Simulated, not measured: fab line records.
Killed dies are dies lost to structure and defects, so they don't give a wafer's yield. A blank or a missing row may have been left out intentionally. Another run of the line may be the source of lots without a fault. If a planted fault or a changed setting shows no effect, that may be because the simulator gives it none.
Chamber matching | flow n5_finfet | N5_BEOL_M4_PECVD_72 on pecvd-01: 3 sister chambers
The step deposits SiO2 from TEOS/O2, target thk 16 nm, time 18 s. 22 wafers are shown with their chamber, then 11 later ones without.

WAFERS WITH THEIR CHAMBER
wafer  | chamber | throttle_valve_pct (%) | showerhead_vpp_V (V) | showerhead_plenum_p_Torr (Torr)
L076.1 | 1       | 24.5                   | 1199                 | 8.74
L076.3 | 0       | 22.2                   | 1242                 | 8.75
L076.5 | 1       | 24.4                   | 1194                 | 8.74
L077.2 | 2       | 20.2                   | 1393                 | 8.75
L077.3 | 1       | 24.6                   | 1186                 | 8.75
L077.4 | 2       | 20.3                   | 1366                 | 8.76
L080.2 | 1       | 24.6                   | 1196                 | 8.76
L080.4 | 1       | 24.3                   | 1194                 | 8.74
L080.5 | 0       | 22.3                   | 1249                 | 8.76
L083.2 | 2       | 20.0                   | 1382                 | 8.72
L083.4 | 2       | 20.4                   | 1380                 | 8.75
L083.6 | 0       | 22.5                   | 1239                 | 8.78
L082.1 | 1       | 24.4                   | 1192                 | 8.74
L082.4 | 0       | 22.4                   | 1254                 | 8.76
L082.6 | 1       | 24.4                   | 1180                 | 8.72
L088.3 | 0       | 22.4                   | 1260                 | 8.77
L088.4 | 0       | 22.5                   | 1262                 | 8.75
L088.6 | 1       | 24.4                   | 1175                 | 8.74
L089.1 | 2       | 20.0                   | 1374                 | 8.76
L089.3 | 1       | 24.4                   | 1194                 | 8.74
L089.4 | 1       | 24.4                   | 1187                 | 8.75
L090.2 | 2       | 20.3                   | 1366                 | 8.73

SIGNATURES (means of the wafers above)
reading                  | chamber 0 | chamber 1 | chamber 2 | scatter within a chamber
throttle_valve_pct       | 22.383    | 24.440    | 20.200    | 0.124
showerhead_vpp_V         | 1251.00   | 1189.70   | 1376.83   | 8.88
showerhead_plenum_p_Torr | 8.7617    | 8.7420    | 8.7450    | 0.0126
Rule: for a wafer and a chamber, the distance is found by dividing, reading by reading, the gap between the wafer's reading and the chamber's mean by the reading's scatter, squaring, summing and taking the root. If the next closest chamber is less than 2 further off than the closest, the wafer can't be placed; otherwise it belongs to the closest. The scatter: the root of (the sum of the squares of (reading less its chamber's mean) over the shown wafers, divided by (wafers less chambers)).

WAFERS WHOSE CHAMBER IS MISSING
wafer  | throttle_valve_pct (%) | showerhead_vpp_V (V) | showerhead_plenum_p_Torr (Torr)
L090.5 | 20.3                   | 1405                 | 8.75
L090.6 | 24.6                   | 1206                 | 8.75
L092.1 | 22.3                   | 1269                 | 8.74
L092.2 | 24.6                   | 1181                 | 8.75
L092.5 | 22.7                   | 1251                 | 8.76
L091.1 | 22.4                   | 1256                 | 8.78
L091.4 | 22.3                   | 1271                 | 8.80
L091.5 | 20.1                   | 1371                 | 8.75
L096.1 | 24.7                   | 1203                 | 8.75
L096.4 | 20.4                   | 1396                 | 8.75
L096.5 | 20.4                   | 1414                 | 8.73

WHICH CHAMBER EACH ONE RAN IN
wafer  | from the rows above | in truth
L090.5 | 2                   | 2
L090.6 | 1                   | 1
L092.1 | 0                   | 0
L092.2 | 1                   | 1
L092.5 | 0                   | 0
L091.1 | 0                   | 0
L091.4 | 0                   | 0
L091.5 | 2                   | 2
L096.1 | 1                   | 1
L096.4 | 2                   | 2
L096.5 | 2                   | 2
Correctly placed: 11 of 11. Not placeable from these rows: 0. Wrongly placed: 0.
